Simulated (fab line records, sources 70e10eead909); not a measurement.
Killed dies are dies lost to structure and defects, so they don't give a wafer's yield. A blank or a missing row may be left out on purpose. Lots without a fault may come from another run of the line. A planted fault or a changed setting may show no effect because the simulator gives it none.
Problem report in the 8D (eight disciplines) form, filled by code | flow nand_harc | the parts of the form that need people (team, actions taken, sign-off) are left out

1. THE PROBLEM
cd_nm at NHARC_A_M0_CD_MEAS_09 reads a mean of 86.1 nm on 6 wafers of 2 lots; wafers without a fault read 80.0 nm with a standard deviation of 0.8. That is +7.6 standard deviations from the usual mean.
The step: target cd 80 nm.
First seen on wafer L868.2, day 30 08:11, on cd_sem-03. The record holds 39 wafers of 13 lots with a number at this step. Rule for "out", or "out of limits": more than 4 standard deviations from the usual mean. The other wafers with a number count as sound.

2. WHAT IT IS AND WHAT IT IS NOT
question                    | is                     | is not
which readings at this step | cd_nm                  | -
which lots                  | L868, L870             | L851, L852, L853, L854, L855, L857, L858, L860, L861, L863, L864
which wafers of those lots  | all that have a number | -
read on which gauges        | cd_sem-02, cd_sem-03   | cd_sem-01
when                        | from day 30 08:11      | up to then (33 sound wafers)

3. SUSPECTS, AND WHAT RULES EACH OUT
Counting: a tool at a process step up to the reading stays a suspect if it ran every lot that is out and no sound lot after the first of them.
- the gauge at NHARC_A_M0_CD_MEAS_09: ruled out. The wafers that are out were read on 2 gauges (cd_sem-02, cd_sem-03).
- litho_track-04 at NHARC_A_M0_PEB_07 (peb time 65 s): kept. It ran every lot that is out, first L868 (day 30 08:05), and no sound lot after that; its last sound lot up to then is L864 (day 29 00:38).
Left after counting: litho_track-04 at NHARC_A_M0_PEB_07.

4. THE CAUSE (what the simulator had put in)
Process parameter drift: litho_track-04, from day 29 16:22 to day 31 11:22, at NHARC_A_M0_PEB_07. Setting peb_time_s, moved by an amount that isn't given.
Counting left only this tool.

5. THE CHAIN OF EFFECTS, in route order
Each row: a reading whose mean over the struck wafers that have a number lies more than 3 standard deviations from the usual. Only readings for which the record gives a usual standard deviation are gone through. hours: the time from each lot's start at the first step in this table that gives one to its start at this step, as a median over the lots. sigmas: the change in usual standard deviations.
hours | step                  | reading | usual   | on struck wafers | change | sigmas
0     | NHARC_A_M0_CD_MEAS_09 | cd_nm   | 80.0 nm | 86.1             | +6.1   | +7.6
Later measuring or inspecting steps at which every struck wafer that the step has a row for has a number for every such reading, and none has moved that far: NHARC_A_M0_INSPECT_11, NHARC_END_SORT_01.

6. WHAT WOULD HAVE CAUGHT IT SOONER
In this record the first reading out of limits at a measuring or inspecting step was taken at day 30 08:11, 16 hours after the fault began at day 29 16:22.
Of the lots that are out (2), L870 began NHARC_A_M0_PEB_07 on litho_track-04 after day 30 08:11. A hold on the tool at that time would have spared it.
